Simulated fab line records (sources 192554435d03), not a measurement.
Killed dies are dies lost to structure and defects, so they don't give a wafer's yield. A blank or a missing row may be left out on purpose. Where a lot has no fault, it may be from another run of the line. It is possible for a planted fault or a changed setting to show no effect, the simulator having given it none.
What tool caused it?	flow n5Finfet	22 lots, 66 wafers sampled, at 6 steps of a route of 1938

WHAT EACH GAUGE READ, for each wafer
N5_ILD0_INSPECT_06: inspects for defects (darkfield).
lot	measured	on	rawDefectCount
L074	day 3 16:22	defectInspect-01	43 23 42
L075	day 4 01:24	defectInspect-01	34 22 18
L076	day 4 05:52	defectInspect-01	17 40 80
L077	day 4 15:40	defectInspect-01	42 35 71
L079	day 5 01:08	defectInspect-02	58 64 32
L081	day 5 23:10	defectInspect-02	19 35 19
L082	day 6 00:41	defectInspect-02	39 59 42
L083	day 6 03:50	defectInspect-02	35 35 22
L084	day 6 06:34	defectInspect-02	43 59 40
L085	day 6 19:04	defectInspect-01	62 33 27
L086	day 7 01:36	defectInspect-02	36 41 96
L087	day 7 06:11	defectInspect-01	34 61 35
L088	day 7 09:07	defectInspect-01	13 27 17
L089	day 7 14:51	defectInspect-02	34 39 57
L090	day 7 19:43	defectInspect-02	39 41 23
L091	day 7 23:23	defectInspect-02	62 50 67
L092	day 8 05:59	defectInspect-01	27 18 27
L093	day 8 12:28	defectInspect-02	50 36 74
L094	day 8 19:20	defectInspect-02	21 27 51
L095	day 9 00:01	defectInspect-01	25 49 51
L096	day 9 10:19	defectInspect-02	16 38 73
L097	day 9 14:56	defectInspect-01	53 31 52

N5_GATE_CUT_CD_MEAS_13 targets a cd of 20 nm.
lot	measured	on	cdNm (nm)
L074	day 4 09:57	cdSem-03	19.62 20.22 20.00
L075	day 4 19:40	cdSem-03	19.92 19.46 19.51
L076	day 5 04:49	cdSem-02	19.66 20.33 19.84
L077	day 5 11:53	cdSem-02	19.83 20.18 19.86
L079	day 5 21:47	cdSem-02	20.07 19.66 20.13
L081	day 6 17:52	cdSem-01	20.25 19.92 20.57
L082	day 6 18:27	cdSem-03	20.14 20.05 20.10
L083	day 6 21:32	cdSem-02	19.85 20.06 20.36
L084	day 7 00:14	cdSem-02	19.64 19.93 19.65
L085	day 7 13:25	cdSem-01	19.72 19.52 19.48
L086	day 7 20:53	cdSem-03	20.11 20.14 19.90
L087	day 8 01:16	cdSem-01	19.95 19.73 19.81
L088	day 8 06:35	cdSem-03	20.06 19.78 19.82
L089	day 8 09:52	cdSem-01	20.02 20.16 19.92
L090	day 8 15:38	cdSem-03	19.62 19.72 19.60
L091	day 8 17:43	cdSem-02	20.44 19.93 20.06
L092	day 9 02:01	cdSem-03	20.08 19.58 19.60
L093	day 9 08:01	cdSem-03	20.28 20.48 19.98
L094	day 9 16:36	cdSem-02	20.12 19.74 20.11
L095	day 9 18:47	cdSem-01	20.15 19.49 19.26
L096	day 10 08:59	cdSem-02	20.45 19.70 20.04
L097	day 10 08:50	cdSem-03	19.98 19.85 20.54

TOOL THAT RAN EACH LOT (tool first, then ch and the chambers of the sampled wafers, then the start)
lot	N5_SD_EPI_P_ETCH_37	N5_SDB_ALD_29	N5_GATE_CUT_STRIP_59	N5_GATE_CUT_HM_DEP_46
L074	rieDiel-06 ch 0,2,3, day 3 05:07	aldSin-02 ch 0,1, day 3 17:50	rieDiel-04 ch 1,2, day 4 06:47	pecvd-01 ch 0,1,2, day 4 09:37
L075	rieDiel-06 ch 1,2,3, day 3 14:32	aldSin-03 ch 0,3, day 4 03:17	rieDiel-02 ch 1,2, day 4 16:29	pecvd-04 ch 1,2, day 4 19:20
L076	rieDiel-02 ch 1,3, day 3 18:16	aldSin-03 ch 0,1,3, day 4 07:32	rieDiel-02 ch 0,3, day 4 20:54	pecvd-04 ch 1,2, day 5 04:29
L077	rieDiel-02 ch 0,2,3, day 4 03:53	aldSin-03 ch 0,1,3, day 4 18:11	rieDiel-06 ch 0,1,2, day 5 07:15	pecvd-04 ch 0,2, day 5 11:26
L079	rieDiel-06 ch 0,1,2, day 4 11:57	aldSin-03 ch 0,3, day 5 04:46	rieDiel-04 ch 2,3, day 5 18:29	pecvd-03 ch 0,2, day 5 21:19
L081	rieDiel-06 ch 0,1, day 5 11:40	aldSin-02 ch 0,1,2, day 6 00:44	rieDiel-06 ch 1,3, day 6 14:34	pecvd-01 ch 0,1, day 6 17:24
L082	rieDiel-06 ch 0,1, day 5 13:43	aldSin-03 ch 0,2, day 6 02:04	rieDiel-04 ch 0,2, day 6 15:08	pecvd-03 ch 0,1,2, day 6 17:59
L083	rieDiel-04 ch 0,1,3, day 5 15:52	aldSin-02 ch 0,1,2, day 6 05:16	rieDiel-02 ch 0,1,2, day 6 18:05	pecvd-03 ch 0,2, day 6 21:05
L084	rieDiel-02 ch 0,1,2, day 5 19:51	aldSin-03 ch 0,3, day 6 07:52	rieDiel-04 ch 1,3, day 6 20:51	pecvd-03 ch 0,1, day 6 23:46
L085	rieDiel-02 ch 0,1,2, day 6 07:28	aldSin-01 ch 0,3, day 6 20:35	rieDiel-02 ch 2,3, day 7 10:16	pecvd-01 ch 0,1,2, day 7 13:05
L086	rieDiel-02 ch 2,3, day 6 14:36	aldSin-01 ch 2,3, day 7 03:11	rieDiel-02 ch 0,3, day 7 17:44	pecvd-01 ch 0,1,2, day 7 20:32
L087	rieDiel-06 ch 1,2,3, day 6 19:11	aldSin-02 ch 0,1,3, day 7 08:20	rieDiel-04 ch 0,1,3, day 7 21:59	pecvd-03 ch 0,1,2, day 8 00:48
L088	rieDiel-02 ch 1,2, day 6 22:21	aldSin-02 ch 1,2,3, day 7 12:53	rieDiel-04 ch 0,2,3, day 8 02:31	pecvd-01 ch 0,1,2, day 8 06:13
L089	rieDiel-02 ch 0,3, day 7 04:08	aldSin-03 ch 0,1,3, day 7 17:19	rieDiel-02 ch 0,2,3, day 8 06:34	pecvd-04 ch 0,2, day 8 09:23
L090	rieDiel-06 ch 2,3, day 7 08:49	aldSin-03 ch 1,3, day 7 21:34	rieDiel-04 ch 0,2,3, day 8 10:52	pecvd-01 ch 1,2, day 8 15:18
L091	rieDiel-02 ch 0,2,3, day 7 12:43	aldSin-02 ch 0,1,2, day 8 00:49	rieDiel-06 ch 1,3, day 8 13:50	pecvd-04 ch 0,1,2, day 8 17:14
L092	rieDiel-06 ch 0,2,3, day 7 19:02	aldSin-01 ch 0,3, day 8 07:45	rieDiel-04 ch 2,3, day 8 21:21	pecvd-03 ch 0,1,2, day 9 01:41
L093	rieDiel-06 ch 1,3, day 8 01:28	aldSin-01 ch 2,3, day 8 14:30	rieDiel-02 ch 0,2, day 9 04:44	pecvd-01 ch 0,1,2, day 9 07:34
L094	rieDiel-04 ch 0,3, day 8 06:44	aldSin-01 ch 0,2,3, day 9 00:39	rieDiel-02 ch 0,1, day 9 13:24	pecvd-01 ch 0,1, day 9 16:16
L095	rieDiel-06 ch 0,1, day 8 13:06	aldSin-02 ch 0,1,3, day 9 01:15	rieDiel-06 ch 0,2, day 9 14:34	pecvd-01 ch 0,1, day 9 18:25
L096	rieDiel-02 ch 0,1,2, day 8 23:07	aldSin-02 ch 1,3, day 9 11:44	rieDiel-06 ch 3, day 10 05:37	pecvd-04 ch 0,1,2, day 10 08:40
L097	rieDiel-06 ch 2,3, day 9 03:44	aldSin-01 ch 0,1,2, day 9 16:16	rieDiel-02 ch 1,3, day 10 05:32	pecvd-04 ch 0,1,2, day 10 08:22
- N5_SD_EPI_P_ETCH_37: etches SOC in N2/H2, overetch 108 nm, time 486 s.
- N5_SDB_ALD_29: deposits SiNx, target thk 30 nm, pulse time 1 s, ald cycles 600.
- N5_GATE_CUT_STRIP_59: strips in N2/H2, time 20 s.
- N5_GATE_CUT_HM_DEP_46: deposits SiO2 from TEOS/O2, target thk 130 nm, time 26.6 s.

WHAT THE TOOLS THEMSELVES READ (means of the sampled wafers that have a number; where no wafer has one, the mark that the record gives instead)
N5_SD_EPI_P_ETCH_37.
lot	tool	chamberPressureMTorr (mTorr)	drypumpMotorCurrentA (A)	h2FlowSccm (sccm)	oesProductAu (a.u.)	rfVppV (V)	showerheadPlenumPTorr (Torr)	throttleValvePct (%)
L074	rieDiel-06	20.006	5.2	199.6	0.71	239.7	2.52	24.2
L075	rieDiel-06	19.988	5.1	199.8	0.64	238.6	2.50	24.2
L076	rieDiel-02	20.002	5.6	200.9	0.76	239.6	2.46	23.6
L077	rieDiel-02	19.992	5.6	200.2	0.67	240.9	2.50	23.8
L079	rieDiel-06	20.015	5.1	199.7	0.68	239.2	2.51	24.1
L081	rieDiel-06	20.003	5.3	199.8	0.73	240.0	2.46	24.2
L082	rieDiel-06	20.030	5.2	200.0	0.68	238.8	2.44	24.1
L083	rieDiel-04	19.993	5.8	200.1	0.67	240.2	2.57	23.8
L084	rieDiel-02	19.985	5.9	200.0	0.69	240.4	2.50	23.6
L085	rieDiel-02	20.005	5.9	199.8	0.69	239.9	2.50	23.6
L086	rieDiel-02	19.999	5.6	200.0	0.65	240.1	2.50	23.7
L087	rieDiel-06	19.998	5.1	199.5	0.63	239.5	2.49	24.2
L088	rieDiel-02	20.006	5.8	199.8	0.66	240.0	2.51	23.5
L089	rieDiel-02	19.989	5.4	199.7	0.69	240.5	2.46	24.1
L090	rieDiel-06	19.979	5.0	200.1	0.63	240.4	2.55	24.2
L091	rieDiel-02	19.991	5.6	200.6	0.66	240.8	2.49	23.9
L092	rieDiel-06	19.986	5.2	200.4	0.68	240.4	2.51	24.2
L093	rieDiel-06	20.002	5.2	199.3	0.79	241.5	2.63	23.8
L094	rieDiel-04	20.008	5.4	199.8	0.63	240.9	2.60	24.1
L095	rieDiel-06	19.986	5.2	200.2	0.81	241.4	2.64	23.8
L096	rieDiel-02	20.004	5.9	200.4	0.67	240.7	2.49	23.6
L097	rieDiel-06	19.995	5.0	199.9	0.78	240.9	2.55	23.9

N5_SDB_ALD_29.
lot	tool	chamberPressureTorr (Torr)	heaterPowerOuterW (W)	heaterPowerW (W)	precursorPulseHeightRel
L074	aldSin-02	1.998	487	831	0.982
L075	aldSin-03	1.998	504	799	0.983
L076	aldSin-03	1.999	478	764	1.007
L077	aldSin-03	2.007	483	766	1.006
L079	aldSin-03	2.002	485	762	1.002
L081	aldSin-02	2.000	479	799	0.999
L082	aldSin-03	2.001	494	778	1.009
L083	aldSin-02	1.992	467	804	0.992
L084	aldSin-03	2.003	485	762	1.013
L085	aldSin-01	2.002	524	834	0.993
L086	aldSin-01	2.002	541	840	0.990
L087	aldSin-02	2.000	488	845	0.997
L088	aldSin-02	2.001	462	788	0.979
L089	aldSin-03	2.002	482	771	1.005
L090	aldSin-03	1.998	461	770	1.018
L091	aldSin-02	1.995	473	789	0.998
L092	aldSin-01	2.000	529	841	1.009
L093	aldSin-01	1.999	543	857	0.985
L094	aldSin-01	1.999	530	819	1.001
L095	aldSin-02	1.999	481	808	1.004
L096	aldSin-02	2.003	490	827	1.002
L097	aldSin-01	1.999	522	811	0.991

N5_GATE_CUT_STRIP_59.
lot	tool	chamberPressureMTorr (mTorr)	drypumpMotorCurrentA (A)	h2FlowSccm (sccm)	oesProductAu (a.u.)	rfVppV (V)	showerheadPlenumPTorr (Torr)	throttleValvePct (%)
L074	rieDiel-04	100.05	6.2	299.6	0.76	45.2	3.48	12.4
L075	rieDiel-02	99.97	5.8	300.1	0.75	45.8	3.34	12.0
L076	rieDiel-02	99.99	5.4	299.9	0.79	44.9	3.28	12.4
L077	rieDiel-06	100.04	5.1	299.6	0.76	44.7	3.33	12.4
L079	rieDiel-04	99.90	5.6	300.6	0.72	45.0	3.52	12.4
L081	rieDiel-06	100.10	5.2	299.5	0.70	45.3	3.22	12.6
L082	rieDiel-04	99.97	6.0	299.6	0.70	45.5	3.45	12.7
L083	rieDiel-02	100.05	5.9	300.2	0.77	45.2	3.33	12.2
L084	rieDiel-04	99.91	5.7	300.6	0.75	45.2	3.48	12.2
L085	rieDiel-02	100.10	5.6	301.2	0.71	44.8	3.32	12.3
L086	rieDiel-02	99.99	5.7	299.7	0.78	45.4	3.31	12.5
L087	rieDiel-04	100.03	5.8	300.0	0.73	45.8	3.41	12.3
L088	rieDiel-04	99.93	5.7	299.7	0.70	45.7	3.44	12.6
L089	rieDiel-02	99.97	5.6	300.0	0.73	44.4	3.31	12.4
L090	rieDiel-04	100.02	5.7	299.6	0.70	45.5	3.44	12.6
L091	rieDiel-06	100.04	5.2	299.5	0.89	44.4	3.49	12.1
L092	rieDiel-04	99.97	5.9	299.9	0.70	44.6	3.50	12.7
L093	rieDiel-02	99.94	5.9	300.2	0.72	45.4	3.34	12.4
L094	rieDiel-02	100.04	6.0	300.7	0.78	44.9	3.31	12.3
L095	rieDiel-06	99.97	5.2	300.5	0.87	45.2	3.35	12.1
L096	rieDiel-06	100.01	5.3	299.4	0.72	45.7	3.23	12.7
L097	rieDiel-02	99.98	5.3	299.9	0.79	44.9	3.24	12.3

N5_GATE_CUT_HM_DEP_46.
lot	tool	chamberPressureTorr (Torr)	heaterPowerOuterW (W)	heaterPowerW (W)	showerheadPlenumPTorr (Torr)	throttleValvePct (%)
L074	pecvd-01	6.512	334	585	8.33	18.7
L075	pecvd-04	6.502	289	526	8.37	17.4
L076	pecvd-04	6.510	288	530	8.37	17.5
L077	pecvd-04	6.510	311	566	8.35	17.5
L079	pecvd-03	6.494	346	657	8.33	18.5
L081	pecvd-01	6.501	305	562	8.32	19.0
L082	pecvd-03	6.498	338	635	8.33	18.5
L083	pecvd-03	6.520	355	672	8.33	18.5
L084	pecvd-03	6.496	297	561	8.30	19.0
L085	pecvd-01	6.508	307	547	8.33	18.7
L086	pecvd-01	6.507	323	568	8.32	18.9
L087	pecvd-03	6.497	324	617	8.32	18.4
L088	pecvd-01	6.501	293	529	8.34	18.8
L089	pecvd-04	6.509	326	582	8.32	17.5
L090	pecvd-01	6.501	279	543	8.33	19.6
L091	pecvd-04	6.502	319	567	8.33	17.5
L092	pecvd-03	6.509	356	649	8.31	18.3
L093	pecvd-01	6.499	312	559	8.33	18.8
L094	pecvd-01	6.503	282	546	8.32	19.1
L095	pecvd-01	6.483	358	604	8.32	18.4
L096	pecvd-04	6.495	320	581	8.33	17.7
L097	pecvd-04	6.473	359	630	8.35	17.7

THE ANSWER, worked out from the rows above alone
Rule: the usual values come from the lots themselves. Put in order of their means at a reading, lots are off if they are a third of the lots or fewer, leave a main group of 4 or more, and stand apart from it by a gap of 3 or more times the standard deviation of the main group's means; of several such gaps the widest counts. If all means in a main group match to the digits the tables above print for the reading, that group is not used. A lot without any number at a reading at which 4 lots or more have one is off too. The other lots that the step has rows for count as sound. First the gauges in route order, then the tools' own readings, where a lot's mean is used as printed above. At the first step where some lot is off, the reading lying furthest off is the one used; lots without a number count as furthest.
None of the lots is off at any reading shown; this tells nothing.

WHAT THE SIMULATOR HAD PUT IN
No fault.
